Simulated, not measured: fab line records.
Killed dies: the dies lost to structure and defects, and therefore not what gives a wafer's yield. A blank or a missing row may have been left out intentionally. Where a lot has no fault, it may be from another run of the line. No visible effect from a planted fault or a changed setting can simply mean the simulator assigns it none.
fab line records	flow nand-harc
record: lots: 7	wafers: 21	last-day: 24
route steps=1159 shown P_M1@297 END@1159
lots that met no fault: taken from a fault-free run of the same line
start-h: the number of hours between the record's first day and the start of the first shown wafer of the lot	wait-h: how many hours have passed since the lot's step before this one	" repeats the value in the row above	L1.1+2: a single row standing in for several wafers	- no value, or no start was given	* or withheld: withheld	< > ~ a bound
route shown NAME@n: names a module that has steps shown in the file, with the first one's number in the route	usual: mean/standard deviation taken from wafers without a fault	same: alike in all rows	chamber/n: place in a boat	sites: per-site readings	_std_site: the standard deviation of these	_edge_site: inner sites' mean taken away from outer sites' mean	radius-mm: for every site, how far away it sits from the centre of the wafer	mask NAME#n: copy n	behind: the tool/chamber that last shaped the wafer	hold: cause of the lot's hold/its duration in hours/its outcome	device: whichever transistor did not switch (one of n, p or np)	end of line: tests of these same wafers at the route's end	a step with no rows: only its recipe	killed: dies that structure and defects cost at the first sort, which is not the same as the wafer's yield	map: a wafer's dies, marking killed ones x, the rest . and places with no die _
set.NAME: the setting the step ran with; set.NAME@STEP: the setting that earlier step ran with	model.NAME: the simulator's own value behind a step, which no gauge read
certain route steps with their lots: each step a table, each wafer a row
services: the hour from which a tool's chamber was out of use, counted from the record's first day as start-h (under 0 if before that day), plus the number of hours and why
== steps ==
step: NHARC_P_M1_INSPECT_11
usual: raw-defect-count: 4.2/2.6
lot.wafer	tool	chamber	start-h	wait-h	raw-defect-count
L413.2	defect-inspect-02	-	132.50	0.0	2
L413.3	"	-	"	"	2
L413.5	"	-	"	"	4
L422.1	defect-inspect-01	-	175.55	0.0	3
L422.2	"	-	"	"	4
L422.5	"	-	"	"	3
L423.3	defect-inspect-01	-	217.20	0.0	6
L423.4	"	-	"	"	3
L423.6	"	-	"	"	4
L426.1	defect-inspect-01	-	218.87	0.0	7
L426.2	"	-	"	"	4
L426.5	"	-	"	"	2
L428.3	defect-inspect-01	-	225.37	0.0	5
L428.4	"	-	"	"	1
L428.5	"	-	"	"	4
L433.1	defect-inspect-01	-	249.96	0.1	8
L433.5	"	-	"	"	1
L433.6	"	-	"	"	2
L435.1	defect-inspect-01	-	259.16	0.0	6
L435.2	"	-	"	"	2
L435.3	"	-	"	"	3
step: NHARC_P_M1_DESCUM_14
recipe: time-s: 3	o2-flow-sccm: 200	ar-flow-sccm: 0	bias-power-w: 0	chemistry: O2
step: NHARC_P_M1_ETCH_35
recipe: target-depth-a: 400	overetch-a: 120	time-s: 43.94	ion-energy-ev: 200	n2-flow-sccm: 150	h2-flow-sccm: 150	ar-flow-sccm: 0	rf-w: 400	bias-w: 150	chemistry: N2/H2
usual: chamber-pressure-mTorr: 29.998/0.026	drypump-motor-current-A: 5.6/0.36	oes-product-au: 1.000/0.009	rf-fwd-power-W: 395.7/1.6	rf-vpp-V: 430.7/2.3	showerhead-plenum-p-Torr: 2.04/0.081	throttle-valve-pct: 14.172/0.0083
lot.wafer	tool	chamber	start-h	wait-h	chamber-pressure-mTorr	drypump-motor-current-A	oes-product-au	rf-fwd-power-W	rf-hours-counter-h	rf-vpp-V	showerhead-plenum-p-Torr	throttle-valve-pct
L413.3	rie-diel-04	2	132.65	0.1	29.967	6.0	1.003	394.8	1.0	429.3	2.06	14.168
L413.2	"	0	"	"	29.993	5.8	1.012	395.2	1.3	431.4	2.04	14.173
L413.5	"	2	"	"	30.016	6.0	1.001	396.2	-	432.3	2.06	14.179
L422.2	rie-diel-06	3	175.71	0.1	30.007	6.1	1.008	392.4	2.1	432.7	2.15	14.169
L422.1	"	0	"	"	30.018	5.4	1.013	396.5	1.9	428.6	2.02	14.180
L422.5	"	2	"	"	30.027	5.0	1.005	396.5	-	431.1	2.06	14.178
L423.4	rie-diel-12	1	217.35	0.1	30.028	5.8	1.005	397.5	0.0	431.4	2.06	14.172
L423.3	"	2	"	"	29.988	5.3	0.993	397.9	0.7	433.4	2.14	14.176
L423.6	"	0	"	"	30.028	5.9	1.009	395.2	-	428.9	1.93	14.159
L426.2	rie-diel-06	0	219.02	0.1	29.988	5.4	1.010	395.5	2.7	431.6	2.02	14.163
L426.1	"	3	"	"	29.973	6.1	0.994	395.1	2.9	434.4	2.15	14.172
L426.5	"	0	"	"	30.036	5.4	1.001	396.7	-	429.9	2.02	14.179
L428.3	rie-diel-06	0	225.51	0.1	30.000	5.4	1.001	395.9	2.9	430.4	2.02	14.170
L428.4	"	2	"	"	29.959	5.0	1.002	399.0	2.9	431.5	2.06	14.178
L428.5	"	0	"	"	30.005	5.4	1.007	397.2	-	428.6	2.02	14.172
L433.1	rie-diel-12	3	250.12	0.1	29.984	5.2	1.000	395.5	3.2	431.3	2.04	14.175
L433.5	"	2	"	"	30.027	5.3	0.989	397.9	-	432.5	2.14	14.177
L433.6	"	3	"	"	29.977	5.2	0.994	394.5	-	429.6	2.04	14.164
L435.3	rie-diel-04	2	259.30	0.1	30.007	6.0	1.007	395.4	9.4	430.2	2.05	14.186
L435.2	"	0	"	"	30.018	5.8	1.009	396.2	8.1	430.2	2.04	14.158
L435.1	"	1	"	"	29.995	5.1	0.990	394.3	8.2	434.5	2.19	14.169
step: NHARC_P_M1_ETCH_15
recipe: target-depth-a: 1825	time-s: 91.2	c4f8-flow-sccm: withheld	ar-flow-sccm: 400	rf-w: 600	bias-w: 300	chemistry: C4F8/Ar
step: NHARC_P_M1_CD_MEAS_16
usual: cd-nm: 129.5/0.71
lot.wafer	tool	chamber	start-h	wait-h	cd-nm
L413.2	cd-sem-02	-	132.87	-	130.0
L413.3	"	-	"	"	130.4
L413.5	"	-	"	"	130.6
L422.1	cd-sem-02	-	175.92	-	128.2
L422.2	"	-	"	"	129.5
L422.5	"	-	"	"	128.5
L423.3	cd-sem-03	-	217.57	-	129.5
L423.4	"	-	"	"	130.5
L423.6	"	-	"	"	129.2
L426.1	cd-sem-01	-	219.24	-	129.3
L426.2	"	-	"	"	130.1
L426.5	"	-	"	"	128.9
L428.3	cd-sem-03	-	225.73	-	129.3
L428.4	"	-	"	"	129.3
L428.5	"	-	"	"	128.4
L433.1	cd-sem-03	-	250.33	-	129.0
L433.5	"	-	"	"	130.6
L433.6	"	-	"	"	130.3
L435.1	cd-sem-03	-	259.52	-	129.2
L435.2	"	-	"	"	129.0
L435.3	"	-	"	"	129.5
step: NHARC_P_M1_STRIP_18
recipe: power-w: 1000	n2-flow-sccm: 150	h2-flow-sccm: 150	ar-flow-sccm: 0	bias-w: 0	chemistry: N2/H2
usual: chamber-pressure-mTorr: 29.999/0.027	drypump-motor-current-A: 5.5/0.36	oes-product-au: 0.999/0.009	rf-fwd-power-W: 998/3.2	rf-vpp-V: 90.7/0.83	showerhead-plenum-p-Torr: 2.05/0.08	throttle-valve-pct: 14.169/0.0096
lot.wafer	tool	chamber	start-h	wait-h	chamber-pressure-mTorr	drypump-motor-current-A	oes-product-au	rf-fwd-power-W	rf-hours-counter-h	rf-vpp-V	showerhead-plenum-p-Torr	throttle-valve-pct
L413.2	rie-diel-04	0	132.94	0.1	29.981	5.8	1.014	999	1	91.1	2.04	14.178
L413.3	"	1	"	"	30.048	5.1	0.985	995	1	90.8	2.19	14.159
L413.5	"	0	"	"	30.021	5.8	1.002	996	-	89.1	2.04	14.170
L422.2	rie-diel-04	1	176.06	0.1	29.980	5.1	0.985	998	4	90.3	2.19	14.154
L422.1	"	2	"	"	30.006	6.0	0.996	999	4	92.2	2.06	14.168
L422.5	"	0	"	"	29.948	5.8	1.006	999	-	92.2	2.04	14.185
L423.3	rie-diel-04	3	217.64	0.1	30.015	5.4	0.991	992	7	89.0	1.92	14.171
L423.4	"	0	"	"	30.026	5.8	1.006	995	6	90.0	2.04	14.159
L423.6	"	0	"	"	30.005	5.8	1.012	995	-	90.8	2.04	14.166
L426.2	rie-diel-04	3	219.31	0.1	29.971	5.4	0.994	989	7	91.0	1.92	14.194
L426.1	"	2	"	"	29.995	6.0	1.006	995	7	91.0	2.05	14.171
L426.5	"	3	"	"	29.990	5.4	0.993	999	-	91.1	1.92	14.177
L428.3	rie-diel-04	3	225.83	0.1	29.999	5.4	0.994	1000	8	91.2	1.92	14.150
L428.4	"	0	"	"	29.989	5.8	1.014	998	7	91.3	2.04	14.173
L428.5	"	3	"	"	29.985	5.4	1.000	1001	-	90.6	1.92	14.172
L433.1	rie-diel-06	0	250.49	0.2	30.006	5.4	1.000	999	0	88.7	2.02	14.169
L433.6	"	1	"	"	29.951	5.1	0.987	1002	-	89.6	1.97	14.168
L433.5	"	2	"	"	29.990	5.0	1.007	1001	-	92.1	2.06	14.175
L435.3	rie-diel-12	1	259.60	0.1	30.016	5.8	0.989	1000	3	91.0	2.06	14.181
L435.1	"	2	"	"	30.001	5.4	0.984	995	3	90.7	2.14	14.192
L435.2	"	3	"	"	29.996	5.2	1.002	996	4	90.2	2.04	14.183
step: NHARC_P_M1_ETCH_28
recipe: target-depth-a: 300	over-etch-frac: 0.3	time-s: 72.99	ion-energy-ev: 150	cf4-flow-sccm: 50	n2-flow-sccm: 100	ar-flow-sccm: 150	rf-w: 300	bias-w: 100	chemistry: CF4/N2
step: NHARC_P_M1_STRIP_19
recipe: time-s: 600	temp-c: 30	chemistry: post-etch-residue-remover
step: NHARC_P_M1_DEGAS_29
recipe: temp-c: 250	time-s: 60
step: NHARC_P_M1_PRE_CLEAN_30
recipe: time-s: 30	temp-c: 280	gas: H2/He
usual: heater-power-w: 428/54
lot.wafer	tool	chamber	start-h	wait-h	heater-power-w
L413.3	pvd-sputter-03	-	-	-	378
L413.2	"	-	"	"	386
L413.5	"	-	"	"	433
L422.2	pvd-sputter-03	-	-	-	384
L422.1	"	-	"	"	437
L422.5	"	-	"	"	386
L423.3	pvd-sputter-01	-	-	-	396
L423.4	"	-	"	"	405
L423.6	"	-	"	"	444
L426.1	pvd-sputter-01	-	-	-	438
L426.2	"	-	"	"	436
L426.5	"	-	"	"	396
L428.3	pvd-sputter-01	-	-	-	449
L428.4	"	-	"	"	449
L428.5	"	-	"	"	443
L433.1	pvd-sputter-03	-	-	-	388
L433.5	"	-	"	"	443
L433.6	"	-	"	"	533
L435.3	pvd-sputter-03	-	-	-	387
L435.1	"	-	"	"	387
L435.2	"	-	"	"	529
step: NHARC_P_M1_PVD_20
recipe: target-thk-a: 50	bias-v: 168.6	power-w: 15000	chamber-pressure-pa: 0.12	time-s: 8.06	substrate-temp-c: 50	material: TaN
usual: substrate-temp-c: 50.00/0.11	throttle-valve-pct: 30.2/1.1
lot.wafer	tool	chamber	start-h	wait-h	substrate-temp-c	throttle-valve-pct
L413.3	pvd-sputter-03	-	-	-	49.94	31.6
L413.2	"	-	"	"	50.01	29.3
L413.5	"	-	"	"	50.26	31.9
L422.1	pvd-sputter-03	-	-	-	49.95	29.8
L422.2	"	-	"	"	49.99	32.0
L422.5	"	-	"	"	50.08	29.1
L423.4	pvd-sputter-01	-	-	-	50.14	29.0
L423.3	"	-	"	"	50.06	30.2
L423.6	"	-	"	"	50.04	31.3
L426.2	pvd-sputter-01	-	-	-	49.96	30.7
L426.1	"	-	"	"	49.94	30.3
L426.5	"	-	"	"	50.15	30.8
L428.3	pvd-sputter-01	-	-	-	50.18	28.7
L428.4	"	-	"	"	49.99	30.4
L428.5	"	-	"	"	49.88	31.5
L433.1	pvd-sputter-03	-	-	-	50.00	29.3
L433.6	"	-	"	"	49.92	32.1
L433.5	"	-	"	"	50.05	30.3
L435.2	pvd-sputter-03	-	-	-	49.98	29.5
L435.1	"	-	"	"	49.97	30.5
L435.3	"	-	"	"	50.12	32.0
step: NHARC_P_M1_PVD_21
recipe: target-thk-a: 300	chamber-pressure-pa: 5	power-w: 5000	substrate-temp-c: 30	time-s: 20.49	material: Cu
usual: substrate-temp-c: 30.02/0.12	throttle-valve-pct: 30.1/1
lot.wafer	tool	chamber	start-h	wait-h	substrate-temp-c	throttle-valve-pct
L413.2	pvd-sputter-03	-	-	-	29.99	30.1
L413.3	"	-	"	"	30.07	29.4
L413.5	"	-	"	"	30.04	30.6
L422.1	pvd-sputter-03	-	-	-	29.96	29.4
L422.2	"	-	"	"	30.14	30.1
L422.5	"	-	"	"	29.94	30.2
L423.3	pvd-sputter-01	-	-	-	30.06	30.4
L423.4	"	-	"	"	30.21	31.4
L423.6	"	-	"	"	29.91	29.0
L426.2	pvd-sputter-01	-	-	-	29.99	30.5
L426.1	"	-	"	"	29.90	30.2
L426.5	"	-	"	"	30.13	31.3
L428.4	pvd-sputter-01	-	-	-	30.15	30.8
L428.3	"	-	"	"	30.20	28.8
L428.5	"	-	"	"	29.91	30.8
L433.1	pvd-sputter-03	-	-	-	29.89	29.4
L433.5	"	-	"	"	29.99	29.9
L433.6	"	-	"	"	29.95	29.4
L435.1	pvd-sputter-03	-	-	-	30.02	29.3
L435.2	"	-	"	"	29.96	30.5
L435.3	"	-	"	"	30.17	31.9
step: NHARC_P_M1_ECD_22
recipe: target-thk-a: 4000	bath-temp-c: 25	material: Cu
usual: bath-heat-duty-pct: 6.4/0.78	bath-temp-c: 25.02/0.11
lot.wafer	tool	chamber	start-h	wait-h	bath-heat-duty-pct	bath-temp-c
L413.2	ecd-cu-01	1	133.93	-	6.7	24.99
L413.3	"	1	"	"	7.7	24.93
L413.5	"	0	"	"	6.6	24.89
L422.1	ecd-cu-02	1	177.01	-	4.9	25.22
L422.2	"	0	"	"	7.1	25.00
L422.5	"	1	"	"	5.0	25.02
L423.3	ecd-cu-01	1	218.78	-	-	-
L423.4	"	0	"	"	-	-
L423.6	"	0	"	"	-	-
L426.2	ecd-cu-01	0	220.31	-	-	-
L426.1	"	1	"	"	-	-
L426.5	"	0	"	"	-	-
L428.4	ecd-cu-02	0	226.90	-	-	-
L428.3	"	1	"	"	-	-
L428.5	"	1	"	"	-	-
L433.1	ecd-cu-01	0	251.41	-	6.0	24.90
L433.5	"	0	"	"	6.6	25.12
L433.6	"	1	"	"	7.6	25.04
L435.1	ecd-cu-01	1	260.60	-	6.7	24.94
L435.2	"	0	"	"	5.9	24.82
L435.3	"	1	"	"	7.1	24.96
step: NHARC_P_M1_ANNEAL_31
recipe: temp-c: 225	time-s: 90
step: NHARC_P_M1_CMP_23
recipe: t-overpolish-s: 20	target-thk-nm: 157.82
usual: edge-zone-pressure-frac: 0.999/0.0049	motor-current-A: 12.2/1.1	time-to-endpoint-s: 29/3.1
lot.wafer	tool	chamber	start-h	wait-h	edge-zone-pressure-frac	motor-current-A	time-to-endpoint-s
L413.3	cmp-04	2	134.68	-	1.001	12.1	28
L413.2	"	3	"	"	1.005	10.9	31
L413.5	"	1	"	"	0.992	12.3	30
L422.1	cmp-03	2	177.76	-	1.002	12.9	30
L422.2	"	0	"	"	0.995	12.6	28
L422.5	"	1	"	"	1.007	11.1	28
L423.3	cmp-04	2	219.40	-	1.002	12.2	2
L423.4	"	0	"	"	0.992	13.6	6
L423.6	"	3	"	"	1.002	11.4	5
L426.2	cmp-04	3	221.07	-	1.009	11.3	2
L426.1	"	0	"	"	0.998	12.2	4
L426.5	"	2	"	"	1.005	11.9	2
L428.3	cmp-03	1	227.56	-	0.994	12.0	0
L428.4	"	2	"	"	0.994	13.0	3
L428.5	"	0	"	"	1.002	12.3	0
L433.1	cmp-04	2	252.14	-	0.998	11.6	30
L433.6	"	2	"	"	0.994	12.6	30
L433.5	"	3	"	"	1.005	10.9	33
L435.3	cmp-04	1	261.32	-	0.994	12.6	36
L435.1	"	3	"	"	0.995	11.4	33
L435.2	"	0	"	"	0.999	11.9	36
step: NHARC_P_M1_THK_MEAS_24
recipe: thk-meas-gauge: xrf
usual: thk-nm: 157.8/1.7
lot.wafer	tool	chamber	start-h	wait-h	thk-nm
L413.2	film-metro-01	-	134.97	-	160.1
L413.3	"	-	"	"	156.3
L413.5	"	-	"	"	157.0
L422.1	film-metro-02	-	178.04	-	156.4
L422.2	"	-	"	"	158.2
L422.5	"	-	"	"	157.2
L423.3	film-metro-01	-	219.72	-	28.6
L423.4	"	-	"	"	27.7
L423.6	"	-	"	"	28.3
L426.1	film-metro-01	-	221.35	-	30.1
L426.2	"	-	"	"	29.2
L426.5	"	-	"	"	30.6
L428.3	film-metro-01	-	227.85	-	29.2
L428.4	"	-	"	"	32.0
L428.5	"	-	"	"	28.4
L433.1	film-metro-01	-	252.46	-	160.4
L433.5	"	-	"	"	161.1
L433.6	"	-	"	"	157.7
L435.1	film-metro-02	-	261.63	-	159.5
L435.2	"	-	"	"	160.4
L435.3	"	-	"	"	160.0
step: NHARC_P_M1_SRD_25
step: NHARC_END_SORT_01
recipe: temp-c: 25
usual: defect-limited-yield: 95.7/1.5	killed-at-array: 25/9.5	killed-at-other: 0.8/1.2	killed-at-periphery: 3.4/2.2	killed-dies: 29/10	killed-open: 3.3/1.8	killed-short: 2.1/1.4	sort_bin_2_pct: 1.4/0.63	sort_bin_3_pct: 0.22/0.2	sort_bin_4_pct: 2.7/0.96	sort-n-pass: 648/10	sort-rim-yield-pct: 95.6/2.8	sort-yield-pct: 95.7/1.5
same: gross-dies: 677	sort_bin_5_pct[%]: 0	sort_bin_6_pct[%]: 0	sort_bin_7_pct[%]: 0	sort_bin_8_pct[%]: 0	sort-rim-n-gross: 106.00
lot.wafer	tool	chamber	start-h	wait-h	defect-limited-yield[%]	killed-at-array	killed-at-other	killed-at-periphery	killed-dies	killed-open	killed-short	sort_bin_2_pct[%]	sort_bin_3_pct[%]	sort_bin_4_pct[%]	sort-n-pass	sort-rim-yield-pct[%]	sort-yield-pct[%]
L423.3	prober-02	0	536.95	3.1	0	25	1	651	677	5	4	96.9	0.59	2.5	0	0	0
L423.4	prober-02	0	537.76	3.4	0	24	5	648	677	1	3	96.2	0.59	3.2	0	0	0
L423.6	prober-02	0	539.38	4.0	0	26	2	649	677	4	1	97.0	0.15	2.8	0	0	0
L426.1	prober-01	0	545.62	2.4	0	21	0	656	677	2	2	97.3	0.30	2.4	0	0	0
L426.2	prober-01	0	546.43	2.8	0	26	2	649	677	5	1	96.9	0.15	3.0	0	0	0
L426.5	prober-01	0	548.85	3.7	0	23	3	651	677	2	4	96.8	0.30	3.0	0	0	0
L428.3	prober-02	0	550.85	3.1	0	36	0	641	677	2	2	96.6	0.30	3.1	0	0	0
L428.4	prober-02	0	551.64	3.4	0	47	2	628	677	4	5	94.7	0.15	5.2	0	0	0
L428.5	prober-02	0	552.43	3.7	0	41	1	635	677	5	1	96.2	0.30	3.5	0	0	0
L435.1	prober-02	0	575.68	2.5	98.1	7	0	6	13	2	3	0.4	0.30	1.2	664	96.2	98.1
L435.2	prober-02	0	576.48	2.8	96.5	23	1	0	24	2	2	1.2	0	2.4	653	100.0	96.5
L435.3	prober-02	0	577.29	3.1	97.5	15	1	1	17	1	4	0.6	0.44	1.5	660	96.2	97.5
killed by level:class
L423.3 P_M1:area-ecd=646 A_CHANNEL_HOLE_D1:chamber-film-flake=5 A_SLIT:chamber-film-flake=4 A_WL_FILL:geometric-particle:short=3 A_WL_FILL:geometric-particle:open=3 P_M1:chamber-film-flake=3 A_STAIRCASE:chamber-film-flake=3 A_ZERO_WELL:chamber-film-flake=2
L423.4 P_M1:area-ecd=641 A_SLIT:chamber-film-flake=12 THIN_TSV:chamber-film-flake=5 P_M1:chamber-film-flake=4 A_CHANNEL_HOLE_D1:chamber-film-flake=3 A_STAIRCASE:chamber-film-flake=3 P_CONTACT:geometric-particle:open=1 A_CHANNEL_HOLE_D1:geometric-particle:short=1
L423.6 P_M1:area-ecd=647 A_SLIT:chamber-film-flake=17 A_CHANNEL_HOLE_D1:chamber-film-flake=3 THIN_TSV:chamber-film-flake=2 P_CONTACT:geometric-particle:open=1 A_CHANNEL_HOLE_D1:geometric-particle:open=1 A_WL_FILL:geometric-particle:open=1 A_CONTACT:geometric-particle:open=1
L426.1 P_M1:area-ecd=653 A_CHANNEL_HOLE_D1:chamber-film-flake=13 P_GATE:chamber-film-flake=2 A_STAIRCASE:chamber-film-flake=2 A_WL_FILL:chamber-film-flake=2 P_GATE:geometric-particle:open=1 A_SOURCE_PLATE:geometric-particle:short=1 A_CHANNEL_HOLE_D1:geometric-particle:open=1
L426.2 P_M1:area-ecd=647 A_CHANNEL_HOLE_D1:chamber-film-flake=18 A_CONTACT:geometric-particle:open=2 A_M0:geometric-particle:open=2 A_CONTACT:chamber-film-flake=2 THIN_TSV:chamber-film-flake=2 P_M1:geometric-particle:open=1 A_CONTACT:geometric-particle:short=1
L426.5 P_M1:area-ecd=649 A_CHANNEL_HOLE_D1:chamber-film-flake=13 A_ZERO_WELL:chamber-film-flake=3 THIN_TSV:chamber-film-flake=3 P_CONTACT:geometric-particle:open=1 A_CHANNEL_FILL_D1:geometric-particle:short=1 A_SGD_CUT:geometric-particle:short=1 A_SLIT:geometric-particle:short=1
L428.3 P_M1:area-ecd=637 A_CHANNEL_HOLE_D1:chamber-film-flake=17 A_SLIT:chamber-film-flake=13 A_CONTACT:chamber-film-flake=3 P_GATE:chamber-film-flake=2 P_CONTACT:geometric-particle:open=1 A_CHANNEL_FILL_D1:geometric-particle:short=1 A_WL_FILL:geometric-particle:short=1
L428.4 P_M1:area-ecd=623 A_CHANNEL_HOLE_D1:chamber-film-flake=23 A_SLIT:chamber-film-flake=7 A_CONTACT:chamber-film-flake=5 P_M2:chamber-film-flake=3 A_ONON_D1:geometric-particle:short=2 A_ONON_D1:geometric-particle:open=2 A_CHANNEL_FILL_D1:geometric-particle:short=2
L428.5 P_M1:area-ecd=631 A_CHANNEL_HOLE_D1:chamber-film-flake=22 A_SLIT:chamber-film-flake=8 A_CONTACT:chamber-film-flake=4 P_GATE:chamber-film-flake=2 P_M2:chamber-film-flake=2 A_ONON_D1:geometric-particle:open=1 A_CHANNEL_FILL_D1:geometric-particle:short=1
L435.1 P_ZERO_WELL:chamber-film-flake=3 P_M0:geometric-particle:open=2 A_M0:geometric-particle:short=2 A_CHANNEL_HOLE_D1:chamber-film-flake=2 A_WL_FILL:geometric-particle:short=1 P_STI:chamber-film-flake=1 A_SLIT:chamber-film-flake=1 A_WL_FILL:chamber-film-flake=1
L435.2 A_CHANNEL_HOLE_D1:chamber-film-flake=10 A_CONTACT:chamber-film-flake=4 A_STAIRCASE:chamber-film-flake=2 A_CHANNEL_FILL_D1:geometric-particle:short=1 A_CONTACT:geometric-particle:short=1 A_CONTACT:geometric-particle:open=1 A_M1:geometric-particle:open=1 A_CHANNEL_FILL_D1:chamber-film-flake=1
L435.3 A_CHANNEL_HOLE_D1:chamber-film-flake=6 A_CONTACT:chamber-film-flake=4 A_SOURCE_PLATE:geometric-particle:short=1 A_CHANNEL_FILL_D1:geometric-particle:short=1 A_WL_FILL:geometric-particle:short=1 A_WL_FILL:geometric-particle:open=1 STARTING-WAFER:geometric-particle:short=1 P_ZERO_WELL:chamber-film-flake=1
map L423.3 (x killed, . not)
____________x____________
_________xxxxxxx_________
_______xxxxxxxxxxx_______
______xxxxxxxxxxxxx______
_____xxxxxxxxxxxxxxx_____
____xxxxxxxxxxxxxxxxx____
____xxxxxxxxxxxxxxxxx____
___xxxxxxxxxxxxxxxxxxx___
___xxxxxxxxxxxxxxxxxxx___
__xxxxxxxxxxxxxxxxxxxxx__
__xxxxxxxxxxxxxxxxxxxxx__
_xxxxxxxxxxxxxxxxxxxxxxx_
_xxxxxxxxxxxxxxxxxxxxxxx_
_xxxxxxxxxxxxxxxxxxxxxxx_
_xxxxxxxxxxxxxxxxxxxxxxx_
_xxxxxxxxxxxxxxxxxxxxxxx_
xxxxxxxxxxxxxxxxxxxxxxxxx
xxxxxxxxxxxxxxxxxxxxxxxxx
xxxxxxxxxxxxxxxxxxxxxxxxx
xxxxxxxxxxxxxxxxxxxxxxxxx
xxxxxxxxxxxxxxxxxxxxxxxxx
_xxxxxxxxxxxxxxxxxxxxxxx_
_xxxxxxxxxxxxxxxxxxxxxxx_
_xxxxxxxxxxxxxxxxxxxxxxx_
_xxxxxxxxxxxxxxxxxxxxxxx_
_xxxxxxxxxxxxxxxxxxxxxxx_
__xxxxxxxxxxxxxxxxxxxxx__
__xxxxxxxxxxxxxxxxxxxxx__
___xxxxxxxxxxxxxxxxxxx___
___xxxxxxxxxxxxxxxxxxx___
____xxxxxxxxxxxxxxxxx____
____xxxxxxxxxxxxxxxxx____
_____xxxxxxxxxxxxxxx_____
______xxxxxxxxxxxxx______
_______xxxxxxxxxxx_______
_________xxxxxxx_________
____________x____________
map L426.1 (x killed, . not)
____________x____________
_________xxxxxxx_________
_______xxxxxxxxxxx_______
______xxxxxxxxxxxxx______
_____xxxxxxxxxxxxxxx_____
____xxxxxxxxxxxxxxxxx____
____xxxxxxxxxxxxxxxxx____
___xxxxxxxxxxxxxxxxxxx___
___xxxxxxxxxxxxxxxxxxx___
__xxxxxxxxxxxxxxxxxxxxx__
__xxxxxxxxxxxxxxxxxxxxx__
_xxxxxxxxxxxxxxxxxxxxxxx_
_xxxxxxxxxxxxxxxxxxxxxxx_
_xxxxxxxxxxxxxxxxxxxxxxx_
_xxxxxxxxxxxxxxxxxxxxxxx_
_xxxxxxxxxxxxxxxxxxxxxxx_
xxxxxxxxxxxxxxxxxxxxxxxxx
xxxxxxxxxxxxxxxxxxxxxxxxx
xxxxxxxxxxxxxxxxxxxxxxxxx
xxxxxxxxxxxxxxxxxxxxxxxxx
xxxxxxxxxxxxxxxxxxxxxxxxx
_xxxxxxxxxxxxxxxxxxxxxxx_
_xxxxxxxxxxxxxxxxxxxxxxx_
_xxxxxxxxxxxxxxxxxxxxxxx_
_xxxxxxxxxxxxxxxxxxxxxxx_
_xxxxxxxxxxxxxxxxxxxxxxx_
__xxxxxxxxxxxxxxxxxxxxx__
__xxxxxxxxxxxxxxxxxxxxx__
___xxxxxxxxxxxxxxxxxxx___
___xxxxxxxxxxxxxxxxxxx___
____xxxxxxxxxxxxxxxxx____
____xxxxxxxxxxxxxxxxx____
_____xxxxxxxxxxxxxxx_____
______xxxxxxxxxxxxx______
_______xxxxxxxxxxx_______
_________xxxxxxx_________
____________x____________
== services ==
tool	chamber	start-h	hours	kind
rie-diel-04	-	111.90	9.0	pm
rie-diel-04	0	111.90	9.0	vent-cycle
rie-diel-04	1	111.90	9.0	vent-cycle
rie-diel-04	2	111.90	9.0	vent-cycle
rie-diel-04	3	111.90	9.0	vent-cycle
rie-diel-04	0	120.90	-	clean
rie-diel-04	1	120.90	-	clean
rie-diel-04	2	120.90	-	clean
rie-diel-06	0	121.88	10.1	repair
cmp-03	-	148.15	0.2	repair
rie-diel-04	-	155.73	1.1	repair
cmp-03	-	156.09	4.0	pm
pvd-sputter-01	-	158.02	10.0	pm
cmp-03	-	179.68	2.0	repair
ecd-cu-02	-	180.28	8.0	pm
ecd-cu-01	-	201.54	2.0	repair
rie-diel-12	-	202.40	9.0	pm
cmp-04	-	203.01	4.0	pm
rie-diel-04	2	208.75	4.9	repair
ecd-cu-02	-	220.54	1.9	repair
rie-diel-06	-	241.20	9.0	pm
ecd-cu-01	-	248.60	0.8	repair
pvd-sputter-03	-	249.30	1.1	repair
cmp-03	-	254.09	4.0	pm
== key ==
first-sign: step: NHARC_P_M1_ECD_22	reading: tool-record	direction: missing
effect: step: NHARC_P_M1_CMP_23	reading: time-to-endpoint-s	direction: down	sigmas: 8.3	usual: *	struck: *
effect: step: NHARC_P_M1_THK_MEAS_24	reading: thk-nm	direction: down	sigmas: 78	usual: 157.8	struck: 29.4
effect: step: NHARC_END_SORT_01	reading: killed-at-periphery	direction: up	sigmas: 99+	usual: 3.4	struck: 645.3
more-kills-born-at: NHARC_P_M1_ECD_22@ecd-cu-01: 3883	NHARC_P_M1_ECD_22@ecd-cu-02: 1891
met-at NHARC_P_M1_ECD_22
struck-wafers L423.3,L423.4,L423.6,L426.1,L426.2,L426.5,L428.3,L428.4,L428.5
later-rows-left-out L423.3,L423.4,L423.6,L426.1,L426.2,L426.5,L428.3,L428.4,L428.5
onset-between 177.01 218.78
fault: kind: skipped-step-whole	tool: ecd-cu-01,ecd-cu-02	chamber: -	onset-h: 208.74	steps: NHARC_P_M1_ECD_22	scope: struck-lots-only
later-rows-left-out: the simulator's readings of these wafers behind a module that went badly wrong aren't trusted and aren't shown, but for the sort
